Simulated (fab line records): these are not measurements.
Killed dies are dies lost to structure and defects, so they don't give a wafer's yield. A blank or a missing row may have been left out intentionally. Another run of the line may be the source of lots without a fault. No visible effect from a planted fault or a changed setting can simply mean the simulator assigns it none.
Which of the tools did it? || flow n5-finfet || Sampling: 10 lots, 30 wafers, 3 of 1938 route steps

== WHAT EACH GAUGE READ, for each wafer ==
N5_BEOL_M11_CD_MEAS_28: target cd 70 nm. Usual: 70.2 nm for cd-nm, sd 1.2.
{"lot": "L303", "measured": "day 10 12:47", "on": "cd-sem-02", "cd-nm (nm)": "69.1 70.3 68.3", "flag": ""}
{"lot": "L302", "measured": "day 10 13:16", "on": "cd-sem-02", "cd-nm (nm)": "71.4 70.6 71.4", "flag": ""}
{"lot": "L304", "measured": "day 10 16:35", "on": "cd-sem-03", "cd-nm (nm)": "70.7 69.7 69.3", "flag": ""}
{"lot": "L306", "measured": "day 11 11:25", "on": "cd-sem-01", "cd-nm (nm)": "71.8 70.7 68.9", "flag": ""}
{"lot": "L307", "measured": "day 11 18:01", "on": "cd-sem-02", "cd-nm (nm)": "67.6 67.9 68.6", "flag": ""}
{"lot": "L311", "measured": "day 13 03:13", "on": "cd-sem-02", "cd-nm (nm)": "69.9 72.7 71.7", "flag": ""}
{"lot": "L313", "measured": "day 13 12:49", "on": "cd-sem-02", "cd-nm (nm)": "71.4 70.9 70.8", "flag": ""}
{"lot": "L320", "measured": "day 15 09:23", "on": "cd-sem-02", "cd-nm (nm)": "70.6 70.2 71.6", "flag": ""}
{"lot": "L323", "measured": "day 16 05:20", "on": "cd-sem-01", "cd-nm (nm)": "70.1 70.2 70.1", "flag": ""}
{"lot": "L322", "measured": "day 16 05:31", "on": "cd-sem-03", "cd-nm (nm)": "70.1 69.8 69.2", "flag": ""}

N5_BEOL_M11_OVL_MEAS_29. Usual: V10_OVL gives -0.5 nm (standard deviation 0.77).
{"lot": "L303", "measured": "day 10 12:49", "on": "overlay-01", "V10_OVL (nm)": "-0.4 -1.0 0.5", "flag": ""}
{"lot": "L302", "measured": "day 10 13:17", "on": "overlay-02", "V10_OVL (nm)": "-1.6 -1.4 -0.7", "flag": ""}
{"lot": "L304", "measured": "day 10 16:37", "on": "overlay-02", "V10_OVL (nm)": "0.3 -0.8 0.3", "flag": ""}
{"lot": "L306", "measured": "day 11 11:26", "on": "overlay-01", "V10_OVL (nm)": "0.0 -0.9 -0.4", "flag": ""}
{"lot": "L307", "measured": "day 11 18:03", "on": "overlay-01", "V10_OVL (nm)": "0.5 0.2 -0.1", "flag": ""}
{"lot": "L311", "measured": "day 13 03:15", "on": "overlay-01", "V10_OVL (nm)": "-2.4 -0.8 -1.4", "flag": ""}
{"lot": "L313", "measured": "day 13 12:50", "on": "overlay-01", "V10_OVL (nm)": "0.3 1.0 1.0", "flag": ""}
{"lot": "L320", "measured": "day 15 09:25", "on": "overlay-02", "V10_OVL (nm)": "0.4 -0.4 0.4", "flag": ""}
{"lot": "L323", "measured": "day 16 05:22", "on": "overlay-01", "V10_OVL (nm)": "0.7 -1.1 0.2", "flag": ""}
{"lot": "L322", "measured": "day 16 05:32", "on": "overlay-02", "V10_OVL (nm)": "0.0 0.3 -0.5", "flag": ""}

== TOOL THAT RAN EACH LOT (tool first, then ch and the chambers of the sampled wafers, then the start) ==
{"lot": "L303", "N5_BEOL_M11_STRIP_19": "rie-diel-05 ch 0,2, day 10 11:46"}
{"lot": "L302", "N5_BEOL_M11_STRIP_19": "rie-diel-02 ch 0,1, day 10 12:45"}
{"lot": "L304", "N5_BEOL_M11_STRIP_19": "rie-diel-05 ch 0,1,2, day 10 15:03"}
{"lot": "L306", "N5_BEOL_M11_STRIP_19": "rie-diel-06 ch 1,2,3, day 11 10:46"}
{"lot": "L307", "N5_BEOL_M11_STRIP_19": "rie-diel-02 ch 0,1,2, day 11 16:31"}
{"lot": "L311", "N5_BEOL_M11_STRIP_19": "rie-diel-02 ch 0,3, day 13 00:53"}
{"lot": "L313", "N5_BEOL_M11_STRIP_19": "rie-diel-06 ch 1,3, day 13 12:14"}
{"lot": "L320", "N5_BEOL_M11_STRIP_19": "rie-diel-06 ch 1,3, day 15 08:16"}
{"lot": "L323", "N5_BEOL_M11_STRIP_19": "rie-diel-06 ch 0,2,3, day 16 03:29"}
{"lot": "L322", "N5_BEOL_M11_STRIP_19": "rie-diel-05 ch 0,2,3, day 16 03:44"}
- N5_BEOL_M11_STRIP_19: strips in O2.

== WHAT THE TOOLS THEMSELVES READ (means of the sampled wafers that have a number; where no wafer has one, the mark that the record gives instead) ==
N5_BEOL_M11_STRIP_19. Usual: drypump-motor-current-A 5.7 A, standard deviation 0.43; oes-product-au 0.81 a.u., standard deviation 0.094; rf-vpp-V 3.7 V, standard deviation 0.58; showerhead-plenum-p-Torr 2.11 Torr, standard deviation 0.075; throttle-valve-pct 16.64 %, standard deviation 0.2.
{"lot": "L303", "tool": "rie-diel-05", "drypump-motor-current-A (A)": 5.4, "oes-product-au (a.u.)": 0.74, "rf-vpp-V (V)": 4.1, "showerhead-plenum-p-Torr (Torr)": 2.05, "throttle-valve-pct (%)": 16.69, "flag": ""}
{"lot": "L302", "tool": "rie-diel-02", "drypump-motor-current-A (A)": 5.8, "oes-product-au (a.u.)": 0.77, "rf-vpp-V (V)": 3.9, "showerhead-plenum-p-Torr (Torr)": 2.16, "throttle-valve-pct (%)": 16.84, "flag": ""}
{"lot": "L304", "tool": "rie-diel-05", "drypump-motor-current-A (A)": 5.5, "oes-product-au (a.u.)": 0.74, "rf-vpp-V (V)": 4.4, "showerhead-plenum-p-Torr (Torr)": 2.11, "throttle-valve-pct (%)": 16.67, "flag": ""}
{"lot": "L306", "tool": "rie-diel-06", "drypump-motor-current-A (A)": 5.7, "oes-product-au (a.u.)": 0.83, "rf-vpp-V (V)": 3.8, "showerhead-plenum-p-Torr (Torr)": 2.11, "throttle-valve-pct (%)": 16.59, "flag": ""}
{"lot": "L307", "tool": "rie-diel-02", "drypump-motor-current-A (A)": 6.0, "oes-product-au (a.u.)": 0.84, "rf-vpp-V (V)": 3.6, "showerhead-plenum-p-Torr (Torr)": 2.15, "throttle-valve-pct (%)": 16.69, "flag": ""}
{"lot": "L311", "tool": "rie-diel-02", "drypump-motor-current-A (A)": 5.8, "oes-product-au (a.u.)": 0.82, "rf-vpp-V (V)": 3.7, "showerhead-plenum-p-Torr (Torr)": 2.12, "throttle-valve-pct (%)": 16.60, "flag": ""}
{"lot": "L313", "tool": "rie-diel-06", "drypump-motor-current-A (A)": 5.5, "oes-product-au (a.u.)": 0.90, "rf-vpp-V (V)": 3.9, "showerhead-plenum-p-Torr (Torr)": 2.16, "throttle-valve-pct (%)": 16.60, "flag": ""}
{"lot": "L320", "tool": "rie-diel-06", "drypump-motor-current-A (A)": 5.5, "oes-product-au (a.u.)": 0.87, "rf-vpp-V (V)": 4.1, "showerhead-plenum-p-Torr (Torr)": 2.16, "throttle-valve-pct (%)": 16.62, "flag": ""}
{"lot": "L323", "tool": "rie-diel-06", "drypump-motor-current-A (A)": 5.4, "oes-product-au (a.u.)": 0.83, "rf-vpp-V (V)": 3.5, "showerhead-plenum-p-Torr (Torr)": 2.08, "throttle-valve-pct (%)": 16.67, "flag": ""}
{"lot": "L322", "tool": "rie-diel-05", "drypump-motor-current-A (A)": 5.5, "oes-product-au (a.u.)": 0.85, "rf-vpp-V (V)": 3.7, "showerhead-plenum-p-Torr (Torr)": 2.09, "throttle-valve-pct (%)": 16.56, "flag": ""}

== THE ANSWER, worked out from the rows above alone ==
Rule: a lot is off if the mean of its wafers that have a number lies more than 3 standard deviations from the usual mean. A lot without any number at a reading at which 4 lots or more have one is off too. Where the step has rows for the other lots, those lots are counted as sound. The gauges are gone through in route order, then the tools' own readings, and for those a lot's mean is taken as printed above. At the first step where some lot is off, the reading lying furthest off is the one used; lots without a number count as furthest.
Across all readings shown, no lot is off: no conclusion can be drawn from this.

== WHAT HAD BEEN PUT IN BY THE SIMULATOR ==
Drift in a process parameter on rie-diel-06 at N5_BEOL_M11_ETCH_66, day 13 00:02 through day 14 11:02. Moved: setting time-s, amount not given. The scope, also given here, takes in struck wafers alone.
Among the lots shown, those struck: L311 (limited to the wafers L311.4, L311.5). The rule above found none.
